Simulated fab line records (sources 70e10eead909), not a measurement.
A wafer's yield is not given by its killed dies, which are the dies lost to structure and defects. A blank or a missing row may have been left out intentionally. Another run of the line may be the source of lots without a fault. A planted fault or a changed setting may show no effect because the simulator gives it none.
fab line records    flow nand_harc
record: lots: 13  wafers: 39  last_day: 35
route steps=1302 shown A_BONDPAD@1226 THIN_TSV@1262 END@1302
lots with no fault: from the same line, run without faults
start_h: hours from the record's opening day to when the first of the lot's shown wafers began    wait_h: hours elapsed since this lot's preceding step    " the same as in the row above    L1.1+2: a single row standing in for several wafers    - no value, or no start given    * or withheld: withheld    < > ~ a bound
route shown NAME@n: NAME is a module with steps in the file, n the number in the route of the first one    usual: mean/standard deviation of fault-free wafers    same: alike in all rows    chamber/n: place in a boat    sites: per-site readings    _std_site: how widely they spread, as a standard deviation    _edge_site: outer sites' mean less inner sites'    radius_mm: how far each site lies from the wafer's centre    mask NAME#n: copy n    behind: tool/chamber where the wafer was last shaped    hold: reason for holding the lot/hours on hold/outcome of the hold    device: transistor that didn't switch, given as n, p or np    end of line: tests run on the same wafers once the route is complete    for a step that has no rows: nothing shown but its recipe    killed: at the first sort, the dies lost to defects and structure; wafer yield is something else    map: a wafer's dies, marking killed ones x, the rest . and places with no die _
set.NAME: the setting that was run; set.NAME@STEP: the one run at that earlier step    model.NAME: the simulator's own value behind a step, which no gauge read
a sample of lots followed through the steps of the route, with each step as a table and each wafer as a row
services: when a tool's chamber went out of use (start_h, in hours from the record's first day, below 0 if earlier), for how many hours, and the reason
== steps ==
step: NHARC_A_BONDPAD_PRE_CLEAN_26
recipe: time_s: 30  temp_c: 280  gas: H2/He
usual: heater_power_w: 407/39
lot.wafer  tool            chamber  start_h  wait_h  heater_power_w
L158.3     pvd_sputter-03  -        -        -       421
L158.4     "               -        "        "       388
L158.6     "               -        "        "       428
L160.2     pvd_sputter-03  -        -        -       444
L160.3     "               -        "        "       431
L160.1     "               -        "        "       395
L159.2     pvd_sputter-01  -        -        -       482
L159.4     "               -        "        "       424
L159.5     "               -        "        "       354
L161.1     pvd_sputter-02  -        -        -       391
L161.3     "               -        "        "       437
L161.2     "               -        "        "       442
L170.2     pvd_sputter-02  -        -        -       368
L170.3     "               -        "        "       455
L170.5     "               -        "        "       436
L171.1     pvd_sputter-01  -        -        -       347
L171.4     "               -        "        "       427
L171.2     "               -        "        "       365
L172.1     pvd_sputter-02  -        -        -       360
L172.5     "               -        "        "       434
L172.6     "               -        "        "       427
L174.1     pvd_sputter-01  -        -        -       417
L174.4     "               -        "        "       351
L174.5     "               -        "        "       420
L177.2     pvd_sputter-03  -        -        -       369
L177.4     "               -        "        "       442
L177.5     "               -        "        "       439
L175.3     pvd_sputter-03  -        -        -       349
L175.1     "               -        "        "       389
L175.5     "               -        "        "       354
L176.3     pvd_sputter-03  -        -        -       395
L176.6     "               -        "        "       437
L176.5     "               -        "        "       387
L179.3     pvd_sputter-03  -        -        -       354
L179.2     "               -        "        "       435
L179.5     "               -        "        "       444
L178.3     pvd_sputter-02  -        -        -       368
L178.5     "               -        "        "       438
L178.6     "               -        "        "       439
step: NHARC_A_BONDPAD_PVD_27
recipe: target_thk_a: 300  chamber_pressure_pa: 5  power_w: 5000  substrate_temp_c: 30  time_s: 20.49  material: Cu
usual: throttle_valve_pct: 30.3/1.1
lot.wafer  tool            chamber  start_h  wait_h  throttle_valve_pct
L158.4     pvd_sputter-03  -        -        -       31.2
L158.3     "               -        "        "       29.8
L158.6     "               -        "        "       31.1
L160.1     pvd_sputter-03  -        -        -       31.0
L160.2     "               -        "        "       29.9
L160.3     "               -        "        "       30.4
L159.2     pvd_sputter-01  -        -        -       30.0
L159.4     "               -        "        "       29.4
L159.5     "               -        "        "       29.8
L161.1     pvd_sputter-02  -        -        -       31.9
L161.2     "               -        "        "       30.1
L161.3     "               -        "        "       28.2
L170.3     pvd_sputter-02  -        -        -       27.9
L170.2     "               -        "        "       28.1
L170.5     "               -        "        "       30.6
L171.2     pvd_sputter-01  -        -        -       30.0
L171.4     "               -        "        "       30.8
L171.1     "               -        "        "       28.7
L172.1     pvd_sputter-02  -        -        -       30.7
L172.6     "               -        "        "       30.7
L172.5     "               -        "        "       28.4
L174.1     pvd_sputter-01  -        -        -       29.0
L174.4     "               -        "        "       29.6
L174.5     "               -        "        "       28.9
L177.2     pvd_sputter-03  -        -        -       30.1
L177.4     "               -        "        "       31.6
L177.5     "               -        "        "       29.9
L175.3     pvd_sputter-03  -        -        -       30.8
L175.1     "               -        "        "       32.0
L175.5     "               -        "        "       30.0
L176.3     pvd_sputter-03  -        -        -       31.2
L176.5     "               -        "        "       30.0
L176.6     "               -        "        "       31.0
L179.3     pvd_sputter-03  -        -        -       31.8
L179.2     "               -        "        "       30.8
L179.5     "               -        "        "       31.1
L178.3     pvd_sputter-02  -        -        -       32.3
L178.6     "               -        "        "       28.2
L178.5     "               -        "        "       32.4
step: NHARC_THIN_TSV_ETCH_44
recipe: target_depth_a: 15942  time_s: 797.1  cf4_flow_sccm: 150  o2_flow_sccm: 10  ar_flow_sccm: 0  rf_w: 300  bias_w: 800  chemistry: CF4/O2
usual: drypump_motor_current_A: 5.5/0.39  oes_product_au: 0.998/0.0091  rf_fwd_power_W: 299.8/0.84  rf_vpp_V: 794/6  showerhead_plenum_p_Torr: 1.83/0.096  throttle_valve_pct: 16.914/0.009
lot.wafer  tool         chamber  start_h  wait_h  drypump_motor_current_A  oes_product_au  rf_fwd_power_W  rf_hours_counter_h  rf_vpp_V  showerhead_plenum_p_Torr  throttle_valve_pct
L158.3     rie_diel-13  3        564.87   0.1     6.3                      1.002           298.8           2.7                 789       1.72                      16.921
L158.4     "            0        "        "       5.5                      0.993           300.5           1.9                 791       1.77                      16.914
L158.6     "            2        "        "       5.0                      1.011           300.0           -                   790       1.74                      16.918
L160.3     rie_diel-02  3        568.10   0.1     5.8                      1.013           299.9           7.5                 802       1.96                      16.905
L160.2     "            1        "        "       5.2                      1.001           299.9           7.7                 799       1.91                      16.910
L160.1     "            2        "        "       5.7                      1.023           299.5           7.8                 801       1.93                      16.920
L159.2     rie_diel-13  2        569.18   0.1     5.1                      1.016           298.6           3.2                 787       1.74                      16.910
L159.4     "            0        "        "       5.5                      0.748           177.7           2.5                 790       1.77                      16.931
L159.5     "            2        "        "       5.0                      1.001           300.1           -                   788       1.74                      16.926
L161.3     rie_diel-13  2        578.80   0.1     5.0                      1.001           299.8           3.9                 789       1.74                      16.912
L161.2     "            0        "        "       5.5                      0.752           178.8           3.1                 791       1.77                      16.909
L161.1     "            1        "        "       5.4                      1.007           299.1           3.8                 787       1.73                      16.921
L170.2     rie_diel-02  2        689.32   0.1     5.7                      1.006           302.4           5.0                 799       1.93                      16.916
L170.3     "            0        "        "       5.1                      0.986           299.7           7.2                 798       1.91                      16.921
L170.5     "            1        "        "       5.2                      0.997           299.4           -                   798       1.90                      16.923
L171.4     rie_diel-03  1        690.32   0.1     6.1                      1.009           300.5           2.5                 798       1.90                      16.913
L171.2     "            2        "        "       5.6                      1.004           300.3           2.5                 791       1.77                      16.928
L171.1     "            0        "        "       5.3                      0.997           299.7           2.4                 786       1.71                      16.910
L172.1     rie_diel-03  0        698.29   0.2     5.3                      0.984           300.1           2.8                 786       1.71                      16.915
L172.6     "            1        "        "       6.1                      1.001           300.6           -                   798       1.90                      16.906
L172.5     "            2        "        "       5.5                      1.012           299.6           -                   791       1.77                      16.917
L174.4     rie_diel-13  1        717.06   0.1     5.4                      0.993           300.0           1.2                 788       1.72                      16.919
L174.1     "            2        "        "       5.1                      1.003           299.4           0.9                 787       1.74                      16.923
L174.5     "            0        "        "       5.5                      1.000           299.6           -                   790       1.77                      16.915
L177.2     rie_diel-02  1        733.94   0.1     5.2                      1.003           299.0           9.0                 799       1.90                      16.902
L177.4     "            2        "        "       5.7                      0.998           300.1           7.1                 799       1.93                      16.912
L177.5     "            0        "        "       5.1                      0.987           299.3           -                   797       1.91                      16.922
L175.1     rie_diel-13  3        735.15   0.1     6.2                      0.996           300.6           1.8                 787       1.71                      16.929
L175.3     "            0        "        "       5.5                      0.990           299.1           2.1                 790       1.77                      16.924
L175.5     "            2        "        "       5.0                      0.991           300.0           -                   788       1.74                      16.907
L176.3     rie_diel-02  2        759.47   0.2     5.7                      1.008           299.2           0.2                 801       1.93                      16.903
L176.6     "            3        "        "       5.8                      1.014           298.8           -                   802       1.96                      16.910
L176.5     "            0        "        "       5.1                      0.983           298.3           -                   798       1.91                      16.914
L179.3     rie_diel-13  0        769.83   0.1     5.5                      1.008           298.2           3.6                 790       1.77                      16.908
L179.2     "            1        "        "       5.3                      1.003           300.8           3.7                 788       1.72                      16.924
L179.5     "            0        "        "       5.5                      0.996           301.3           -                   791       1.77                      16.908
L178.3     rie_diel-13  1        808.89   0.1     5.4                      1.005           297.9           5.6                 789       1.72                      16.915
L178.5     "            2        "        "       5.0                      1.002           298.0           -                   787       1.74                      16.910
L178.6     "            0        "        "       5.5                      1.003           299.6           -                   790       1.77                      16.942
step: NHARC_THIN_TSV_DEGAS_49
recipe: temp_c: 300  time_s: 120
usual: heater_power_w: 469/51
lot.wafer  tool            chamber  start_h  wait_h  heater_power_w
L158.4     pvd_sputter-01  -        567.35   0.1     552
L158.3     "               -        "        "       396
L158.6     "               -        "        "       378
L160.3     pvd_sputter-02  -        570.61   0.1     510
L160.1     "               -        "        "       443
L160.2     "               -        "        "       514
L159.4     pvd_sputter-03  -        571.77   0.1     448
L159.2     "               -        "        "       508
L159.5     "               -        "        "       445
L161.2     pvd_sputter-02  -        581.32   0.1     510
L161.1     "               -        "        "       440
L161.3     "               -        "        "       516
L170.3     pvd_sputter-03  -        692.68   0.1     493
L170.2     "               -        "        "       450
L170.5     "               -        "        "       428
L171.1     pvd_sputter-02  -        693.60   0.2     488
L171.2     "               -        "        "       420
L171.4     "               -        "        "       537
L172.1     pvd_sputter-01  -        700.91   0.2     393
L172.5     "               -        "        "       527
L172.6     "               -        "        "       397
L174.1     pvd_sputter-02  -        719.53   0.1     406
L174.4     "               -        "        "       543
L174.5     "               -        "        "       416
L177.4     pvd_sputter-02  -        736.39   0.1     536
L177.2     "               -        "        "       495
L177.5     "               -        "        "       533
L175.3     pvd_sputter-01  -        737.62   0.1     404
L175.1     "               -        "        "       533
L175.5     "               -        "        "       388
L176.3     pvd_sputter-02  -        761.84   0.1     497
L176.5     "               -        "        "       415
L176.6     "               -        "        "       553
L179.2     pvd_sputter-02  -        772.35   0.2     540
L179.3     "               -        "        "       482
L179.5     "               -        "        "       407
L178.3     pvd_sputter-01  -        811.77   0.1     388
L178.6     "               -        "        "       393
L178.5     "               -        "        "       487
step: NHARC_END_SORT_01
recipe: temp_c: 25
usual: defect_limited_yield: 90/3.4  killed_at_array: 62/22  killed_at_other: 1.0/1.4  killed_at_periphery: 4.2/2.8  killed_dies: 67/23  killed_open: 3.1/1.7  killed_short: 2.1/1.5
same: gross_dies: 677
lot.wafer  tool       chamber  start_h  wait_h  hold                      defect_limited_yield[%]  killed_at_array  killed_at_other  killed_at_periphery  killed_dies  killed_open  killed_short
L160.1     prober-01  0        580.08   2.5     -                         92                       47               2                6                    55           5            3
L160.2     prober-01  0        580.88   2.8     -                         93                       45               2                2                    49           2            2
L160.3     prober-01  0        581.68   3.1     -                         91                       53               3                4                    60           5            1
L159.2     prober-01  0        588.71   2.8     await_dispo/1.9h/release  89                       72               0                2                    74           0            1
L159.4     prober-01  0        590.29   3.4     await_dispo/1.9h/release  0                        64               607              6                    677          2            1
L159.5     prober-01  0        591.08   3.7     await_dispo/1.9h/release  87                       76               0                10                   86           4            1
L158.3     prober-02  0        589.44   3.1     -                         88                       74               2                5                    81           2            0
L158.4     prober-02  0        590.24   3.4     -                         87                       84               0                5                    89           6            6
L158.6     prober-02  0        591.83   4.0     -                         89                       72               1                3                    76           4            3
L161.1     prober-02  0        595.61   2.5     await_dispo/2.7h/release  93                       37               6                2                    45           2            2
L161.2     prober-02  0        596.41   2.8     await_dispo/2.7h/release  0                        37               638              2                    677          2            3
L161.3     prober-02  0        597.22   3.1     await_dispo/2.7h/release  95                       29               1                7                    37           2            2
L171.1     prober-01  0        706.43   2.5     -                         91                       61               0                1                    62           0            1
L171.2     prober-01  0        707.23   2.8     -                         92                       53               0                4                    57           4            2
L171.4     prober-01  0        708.83   3.4     -                         92                       49               0                3                    52           1            3
L170.2     prober-02  0        707.24   2.8     -                         88                       77               0                5                    82           4            1
L170.3     prober-02  0        708.04   3.1     -                         90                       65               0                4                    69           1            0
L170.5     prober-02  0        709.65   3.7     -                         89                       65               0                8                    73           2            7
L172.1     prober-01  0        714.24   2.5     -                         88                       78               1                0                    79           0            3
L172.5     prober-01  0        717.43   3.7     -                         88                       79               0                3                    82           3            2
L172.6     prober-01  0        718.22   4.0     -                         87                       82               2                1                    85           4            2
L174.1     prober-01  0        731.63   2.5     -                         95                       33               0                2                    35           3            2
L174.4     prober-01  0        734.02   3.4     -                         95                       32               0                1                    33           5            0
L174.5     prober-01  0        734.81   3.7     -                         95                       34               0                1                    35           4            2
L175.1     prober-01  0        748.60   2.5     -                         81                       119              0                9                    128          3            2
L175.3     prober-01  0        750.19   3.1     -                         86                       85               0                7                    92           0            1
L175.5     prober-01  0        751.77   3.7     -                         85                       94               0                9                    103          2            2
L177.2     prober-02  0        749.44   2.8     -                         90                       63               3                4                    70           3            2
L177.4     prober-02  0        751.02   3.4     -                         88                       75               3                6                    84           4            1
L177.5     prober-02  0        751.82   3.7     -                         89                       67               2                4                    73           3            3
L176.3     prober-02  0        775.51   3.1     -                         89                       68               1                3                    72           3            2
L176.5     prober-02  0        777.08   3.6     -                         90                       58               5                7                    70           4            4
L176.6     prober-02  0        777.87   3.9     -                         89                       66               8                3                    77           5            5
L179.2     prober-01  0        787.66   2.8     -                         96                       24               0                2                    26           2            1
L179.3     prober-01  0        788.45   3.1     -                         96                       27               1                1                    29           3            3
L179.5     prober-01  0        790.04   3.7     -                         95                       32               1                4                    37           2            6
L178.3     prober-01  0        825.72   3.1     -                         94                       32               1                5                    38           4            3
L178.5     prober-01  0        827.34   3.8     -                         93                       40               0                5                    45           1            0
L178.6     prober-01  0        828.16   4.1     -                         92                       49               0                4                    53           7            1
killed by level:class
L160.1 A_SLIT:chamber_film_flake=19 A_CHANNEL_HOLE_D2:chamber_film_flake=12 A_CONTACT:chamber_film_flake=5 P_M0:chamber_film_flake=4 A_CHANNEL_FILL_D2:geometric_particle:open=2 A_STAIRCASE:chamber_film_flake=2 THIN_TSV:chamber_film_flake=2 P_M0:geometric_particle:short=1
L160.2 A_SLIT:chamber_film_flake=23 A_CHANNEL_HOLE_D2:chamber_film_flake=8 A_CONTACT:chamber_film_flake=6 A_STAIRCASE:chamber_film_flake=3 A_CHANNEL_HOLE_D1:chamber_film_flake=2 P_STI:geometric_particle:short=1 A_ONON_D2:geometric_particle:open=1 A_CHANNEL_FILL_D2:geometric_particle:open=1
L160.3 A_SLIT:chamber_film_flake=21 A_CONTACT:chamber_film_flake=10 A_CHANNEL_HOLE_D2:chamber_film_flake=9 A_CHANNEL_HOLE_D1:chamber_film_flake=3 P_GATE:chamber_film_flake=2 P_M0:chamber_film_flake=2 A_CHANNEL_FILL_D1:chamber_film_flake=2 A_STAIRCASE:chamber_film_flake=2
L159.2 A_CHANNEL_HOLE_D1:chamber_film_flake=34 A_CHANNEL_HOLE_D2:chamber_film_flake=32 A_STAIRCASE:chamber_film_flake=3 P_GATE:chamber_film_flake=2 A_CONTACT:chamber_film_flake=2 A_CHANNEL_FILL_D2:geometric_particle:short=1
L158.3 A_CHANNEL_HOLE_D1:chamber_film_flake=28 A_SLIT:chamber_film_flake=27 A_CHANNEL_HOLE_D2:chamber_film_flake=8 A_STAIRCASE:chamber_film_flake=5 A_CONTACT:chamber_film_flake=4 P_STI:chamber_film_flake=3 THIN_TSV:chamber_film_flake=2 P_M0:geometric_particle:open=1
L158.4 A_CHANNEL_HOLE_D1:chamber_film_flake=34 A_SLIT:chamber_film_flake=26 A_CHANNEL_HOLE_D2:chamber_film_flake=11 A_STAIRCASE:chamber_film_flake=2 A_CONTACT:chamber_film_flake=2 P_GATE:geometric_particle:short=1 P_M0:geometric_particle:short=1 P_M1:geometric_particle:open=1
L159.4 THIN_TSV:area_etch=607 A_CHANNEL_HOLE_D1:chamber_film_flake=28 A_CHANNEL_HOLE_D2:chamber_film_flake=25 P_GATE:chamber_film_flake=5 A_CONTACT:chamber_film_flake=4 A_STAIRCASE:chamber_film_flake=2 P_M2:geometric_particle:open=1 A_SOURCE_PLATE:geometric_particle:open=1
L159.5 A_CHANNEL_HOLE_D2:chamber_film_flake=34 A_CHANNEL_HOLE_D1:chamber_film_flake=29 P_GATE:chamber_film_flake=8 A_CONTACT:chamber_film_flake=5 A_ZERO_WELL:chamber_film_flake=2 P_GATE:geometric_particle:open=1 P_M0:geometric_particle:open=1 A_ONON_D1:geometric_particle:open=1
L158.6 A_CHANNEL_HOLE_D1:chamber_film_flake=27 A_SLIT:chamber_film_flake=21 A_CHANNEL_HOLE_D2:chamber_film_flake=7 A_CONTACT:chamber_film_flake=5 A_STAIRCASE:chamber_film_flake=4 A_ONON_D1:geometric_particle:short=2 A_WL_FILL:chamber_film_flake=2 P_CONTACT:geometric_particle:open=1
L161.1 A_CHANNEL_HOLE_D2:chamber_film_flake=12 A_CHANNEL_HOLE_D1:chamber_film_flake=8 A_STAIRCASE:chamber_film_flake=6 THIN_TSV:chamber_film_flake=6 A_CONTACT:chamber_film_flake=3 A_WL_FILL:chamber_film_flake=2 A_SOURCE_PLATE:geometric_particle:open=1 A_ONON_D1:geometric_particle:short=1
L161.2 THIN_TSV:area_etch=637 A_CHANNEL_HOLE_D2:chamber_film_flake=11 A_STAIRCASE:chamber_film_flake=11 A_CHANNEL_HOLE_D1:chamber_film_flake=5 A_CONTACT:chamber_film_flake=3 A_WL_FILL:geometric_particle:short=2 P_GATE:chamber_film_flake=2 A_DECK1_JOINT:geometric_particle:short=1
L161.3 A_CHANNEL_HOLE_D2:chamber_film_flake=9 A_STAIRCASE:chamber_film_flake=7 A_CHANNEL_HOLE_D1:chamber_film_flake=6 P_GATE:chamber_film_flake=4 P_ZERO_WELL:chamber_film_flake=2 A_CONTACT:chamber_film_flake=2 P_M0:geometric_particle:open=1 A_ONON_D1:geometric_particle:short=1
L171.1 A_CHANNEL_HOLE_D2:chamber_film_flake=37 A_CHANNEL_HOLE_D1:chamber_film_flake=14 A_SLIT:chamber_film_flake=3 A_STAIRCASE:chamber_film_flake=2 A_CONTACT:chamber_film_flake=2 A_WL_FILL:geometric_particle:short=1 P_GATE:chamber_film_flake=1 A_WL_FILL:chamber_film_flake=1
L171.2 A_CHANNEL_HOLE_D2:chamber_film_flake=27 A_CHANNEL_HOLE_D1:chamber_film_flake=12 A_CONTACT:chamber_film_flake=5 A_SLIT:chamber_film_flake=4 P_CONTACT:geometric_particle:open=2 P_STI:geometric_particle:open=1 A_ONON_D2:geometric_particle:short=1 A_CHANNEL_FILL_D2:geometric_particle:short=1
L170.2 A_CHANNEL_HOLE_D1:chamber_film_flake=31 A_CHANNEL_HOLE_D2:chamber_film_flake=30 A_CHANNEL_FILL_D1:chamber_film_flake=3 A_SGD_CUT:chamber_film_flake=3 A_SLIT:chamber_film_flake=3 P_GATE:chamber_film_flake=2 A_CONTACT:chamber_film_flake=2 P_CONTACT:geometric_particle:open=1
L170.3 A_CHANNEL_HOLE_D2:chamber_film_flake=26 A_CHANNEL_HOLE_D1:chamber_film_flake=24 A_SLIT:chamber_film_flake=5 A_SGD_CUT:chamber_film_flake=3 P_STI:chamber_film_flake=2 A_STAIRCASE:chamber_film_flake=2 A_WL_FILL:chamber_film_flake=2 A_CHANNEL_HOLE_D2:geometric_particle:open=1
L171.4 A_CHANNEL_HOLE_D2:chamber_film_flake=29 A_CHANNEL_HOLE_D1:chamber_film_flake=11 A_CONTACT:chamber_film_flake=4 P_CONTACT:geometric_particle:short=2 A_WL_FILL:chamber_film_flake=2 A_ONON_D1:geometric_particle:short=1 A_WL_FILL:geometric_particle:open=1 P_STI:chamber_film_flake=1
L170.5 A_CHANNEL_HOLE_D1:chamber_film_flake=27 A_CHANNEL_HOLE_D2:chamber_film_flake=22 A_SGD_CUT:chamber_film_flake=4 P_GATE:chamber_film_flake=3 A_CHANNEL_FILL_D1:geometric_particle:short=2 A_WL_FILL:geometric_particle:short=2 P_STI:chamber_film_flake=2 A_SLIT:chamber_film_flake=2
L172.1 A_SLIT:chamber_film_flake=39 A_CHANNEL_HOLE_D1:chamber_film_flake=28 A_STAIRCASE:chamber_film_flake=4 A_CONTACT:chamber_film_flake=4 A_ONON_D1:geometric_particle:short=1 A_CHANNEL_FILL_D1:geometric_particle:short=1 A_ONON_D2:geometric_particle:short=1 THIN_TSV:chamber_film_flake=1
L172.5 A_SLIT:chamber_film_flake=35 A_CHANNEL_HOLE_D1:chamber_film_flake=31 A_CONTACT:chamber_film_flake=6 A_ONON_D1:geometric_particle:open=2 P_BONDPAD:chamber_film_flake=2 A_SGD_CUT:chamber_film_flake=2 P_CONTACT:geometric_particle:open=1 A_CHANNEL_FILL_D1:geometric_particle:short=1
L172.6 A_SLIT:chamber_film_flake=34 A_CHANNEL_HOLE_D1:chamber_film_flake=32 A_STAIRCASE:chamber_film_flake=4 A_CONTACT:chamber_film_flake=4 A_ONON_D2:geometric_particle:open=2 A_WL_FILL:chamber_film_flake=2 A_CHANNEL_FILL_D2:geometric_particle:short=1 A_WL_FILL:geometric_particle:open=1
L174.1 A_CHANNEL_HOLE_D1:chamber_film_flake=12 A_SLIT:chamber_film_flake=5 A_CONTACT:chamber_film_flake=3 P_ZERO_WELL:chamber_film_flake=2 A_DECK1_JOINT:chamber_film_flake=2 A_CHANNEL_FILL_D2:chamber_film_flake=2 A_STAIRCASE:chamber_film_flake=2 A_ONON_D1:geometric_particle:open=1
L174.4 A_CHANNEL_HOLE_D1:chamber_film_flake=12 A_SLIT:chamber_film_flake=6 A_STAIRCASE:chamber_film_flake=3 A_CONTACT:chamber_film_flake=3 A_M0:geometric_particle:open=2 A_CHANNEL_HOLE_D1:geometric_particle:open=1 A_SLIT:geometric_particle:open=1 A_CONTACT:geometric_particle:open=1
L174.5 A_CHANNEL_HOLE_D1:chamber_film_flake=12 A_SLIT:chamber_film_flake=5 A_ZERO_WELL:chamber_film_flake=2 A_CHANNEL_FILL_D1:chamber_film_flake=2 A_DECK1_JOINT:chamber_film_flake=2 A_STAIRCASE:chamber_film_flake=2 A_CONTACT:chamber_film_flake=2 A_SOURCE_PLATE:geometric_particle:open=1
L175.1 A_SLIT:chamber_film_flake=37 A_CHANNEL_HOLE_D1:chamber_film_flake=30 A_CHANNEL_HOLE_D2:chamber_film_flake=26 A_STAIRCASE:chamber_film_flake=10 A_CONTACT:chamber_film_flake=6 P_STI:chamber_film_flake=5 A_WL_FILL:chamber_film_flake=5 P_M2:chamber_film_flake=2
L177.2 A_CHANNEL_HOLE_D2:chamber_film_flake=25 A_CONTACT:chamber_film_flake=10 A_CHANNEL_HOLE_D1:chamber_film_flake=8 A_BLC:chamber_film_flake=6 A_SLIT:chamber_film_flake=4 A_STAIRCASE:chamber_film_flake=3 THIN_TSV:chamber_film_flake=3 A_CHANNEL_FILL_D2:geometric_particle:short=2
L175.3 A_CHANNEL_HOLE_D1:chamber_film_flake=26 A_SLIT:chamber_film_flake=26 A_CHANNEL_HOLE_D2:chamber_film_flake=13 A_CONTACT:chamber_film_flake=10 A_STAIRCASE:chamber_film_flake=8 P_STI:chamber_film_flake=4 A_CONTACT:geometric_particle:short=1 P_ZERO_WELL:chamber_film_flake=1
L177.4 A_CHANNEL_HOLE_D2:chamber_film_flake=32 A_CHANNEL_HOLE_D1:chamber_film_flake=17 A_SLIT:chamber_film_flake=6 A_BLC:chamber_film_flake=6 P_GATE:chamber_film_flake=4 A_STAIRCASE:chamber_film_flake=3 A_CONTACT:chamber_film_flake=3 THIN_TSV:chamber_film_flake=3
L175.5 A_CHANNEL_HOLE_D1:chamber_film_flake=33 A_SLIT:chamber_film_flake=26 A_CHANNEL_HOLE_D2:chamber_film_flake=22 A_CONTACT:chamber_film_flake=5 P_M2:chamber_film_flake=4 A_STAIRCASE:chamber_film_flake=4 P_STI:chamber_film_flake=2 P_STI:geometric_particle:short=1
L177.5 A_CHANNEL_HOLE_D2:chamber_film_flake=32 A_CHANNEL_HOLE_D1:chamber_film_flake=10 A_SLIT:chamber_film_flake=6 A_CONTACT:chamber_film_flake=4 A_BLC:chamber_film_flake=3 A_STAIRCASE:chamber_film_flake=3 A_WL_FILL:chamber_film_flake=3 P_GATE:chamber_film_flake=2
L176.3 A_CHANNEL_HOLE_D2:chamber_film_flake=29 A_CHANNEL_HOLE_D1:chamber_film_flake=18 A_SLIT:chamber_film_flake=5 A_STAIRCASE:chamber_film_flake=3 P_ZERO_WELL:chamber_film_flake=2 A_ZERO_WELL:chamber_film_flake=2 A_CHANNEL_FILL_D1:chamber_film_flake=2 A_CHANNEL_FILL_D2:chamber_film_flake=2
L176.5 A_CHANNEL_HOLE_D2:chamber_film_flake=27 A_CHANNEL_HOLE_D1:chamber_film_flake=12 A_SLIT:chamber_film_flake=6 THIN_TSV:chamber_film_flake=5 A_ONON_D2:geometric_particle:open=2 P_ZERO_WELL:chamber_film_flake=2 A_ZERO_WELL:chamber_film_flake=2 A_CHANNEL_FILL_D2:chamber_film_flake=2
L176.6 A_CHANNEL_HOLE_D2:chamber_film_flake=28 A_CHANNEL_HOLE_D1:chamber_film_flake=15 THIN_TSV:chamber_film_flake=8 A_ZERO_WELL:chamber_film_flake=3 A_STAIRCASE:chamber_film_flake=3 A_SLIT:chamber_film_flake=3 A_CONTACT:chamber_film_flake=3 A_SOURCE_PLATE:geometric_particle:open=1
L179.2 A_SLIT:chamber_film_flake=7 A_CONTACT:chamber_film_flake=7 A_SGD_CUT:chamber_film_flake=4 A_STAIRCASE:chamber_film_flake=2 P_STI:geometric_particle:open=1 A_CHANNEL_FILL_D2:geometric_particle:open=1 A_WL_FILL:geometric_particle:short=1 P_ZERO_WELL:chamber_film_flake=1
L179.3 A_CONTACT:chamber_film_flake=7 A_SLIT:chamber_film_flake=6 A_SGD_CUT:chamber_film_flake=5 A_CHANNEL_HOLE_D1:chamber_film_flake=2 P_M1:geometric_particle:open=1 A_CHANNEL_FILL_D1:geometric_particle:short=1 A_DECK1_JOINT:geometric_particle:short=1 A_CHANNEL_HOLE_D2:geometric_particle:short=1
L179.5 A_CONTACT:chamber_film_flake=9 A_SLIT:chamber_film_flake=8 A_SGD_CUT:chamber_film_flake=6 A_ONON_D2:geometric_particle:short=3 A_WL_FILL:geometric_particle:short=3 P_STI:chamber_film_flake=2 A_CHANNEL_FILL_D2:chamber_film_flake=2 P_M0:geometric_particle:open=1
L178.3 A_CHANNEL_HOLE_D1:chamber_film_flake=15 A_CONTACT:chamber_film_flake=6 A_SLIT:chamber_film_flake=5 P_M0:chamber_film_flake=2 P_M0:geometric_particle:short=1 P_M0:geometric_particle:open=1 A_CHANNEL_HOLE_D1:geometric_particle:open=1 A_ONON_D2:geometric_particle:open=1
L178.5 A_CHANNEL_HOLE_D1:chamber_film_flake=23 A_SLIT:chamber_film_flake=7 A_CONTACT:chamber_film_flake=4 P_GATE:chamber_film_flake=2 P_M0:chamber_film_flake=2 A_CHANNEL_FILL_D2:chamber_film_flake=2 A_CHANNEL_HOLE_D1:geometric_particle:open=1 P_ZERO_WELL:chamber_film_flake=1
L178.6 A_CHANNEL_HOLE_D1:chamber_film_flake=21 A_SLIT:chamber_film_flake=10 A_STAIRCASE:chamber_film_flake=3 A_CONTACT:chamber_film_flake=3 A_ONON_D1:geometric_particle:open=2 P_M0:chamber_film_flake=2 A_M0:chamber_film_flake=2 A_SOURCE_PLATE:geometric_particle:open=1
== services ==
tool            chamber  start_h  hours  kind
pvd_sputter-03  -        526.07   10.0   pm
pvd_sputter-01  -        531.01   2.9    repair
rie_diel-02     1        541.87   8.5    repair
rie_diel-13     0        547.53   12.4   repair
rie_diel-02     3        548.17   3.1    repair
rie_diel-02     -        548.86   0.5    repair
rie_diel-13     2        549.59   6.3    repair
rie_diel-02     -        570.76   9.0    pm
pvd_sputter-01  -        582.06   10.0   pm
rie_diel-13     1        610.55   9.0    repair
rie_diel-02     1        623.55   5.7    repair
pvd_sputter-02  -        638.05   10.0   pm
rie_diel-02     2        642.31   16.2   repair
pvd_sputter-03  -        664.59   1.8    repair
rie_diel-13     -        696.00   9.0    pm
pvd_sputter-03  -        704.07   10.0   pm
rie_diel-13     2        708.44   4.5    repair
rie_diel-02     -        727.16   1.3    repair
pvd_sputter-02  -        743.91   4.0    repair
rie_diel-02     -        747.76   9.0    pm
pvd_sputter-01  -        760.06   10.0   pm
rie_diel-02     3        769.33   23.3   repair
rie_diel-02     -        784.48   0.3    repair
rie_diel-13     3        799.97   14.9   repair
== key ==
first_sign: step: NHARC_THIN_TSV_ETCH_44  reading: rf_fwd_power_W  direction: down  sigmas: 99+  usual: *  struck: *
effect: step: NHARC_THIN_TSV_ETCH_44  reading: oes_product_au  direction: down  sigmas: 27  usual: 0.998  struck: 0.750
effect: step: NHARC_END_SORT_01  reading: killed_at_other  direction: up  sigmas: 99+  usual: 1.0  struck: 622.5
more_kills_born_at: NHARC_THIN_TSV_ETCH_44@rie_diel-13: 1244
met_at NHARC_THIN_TSV_ETCH_44
struck_lots L159,L161
struck_wafers L159.4,L161.2
later_rows_left_out L159.4,L161.2
not_acting_at NHARC_A_BONDPAD_PRE_CLEAN_26,NHARC_A_BONDPAD_PVD_27,NHARC_THIN_TSV_DEGAS_49
onset_between 564.87 569.18
fault: kind: process_parameter_drift  tool: rie_diel-13  chamber: 0  onset_h: 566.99  steps: NHARC_THIN_TSV_ETCH_44  channel: rf_w  offset: *  shape: step  end_h: 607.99  acts_in: *  stated: *
later_rows_left_out: the simulator's readings of these wafers behind a module that went badly wrong aren't trusted and aren't shown, but for the sort
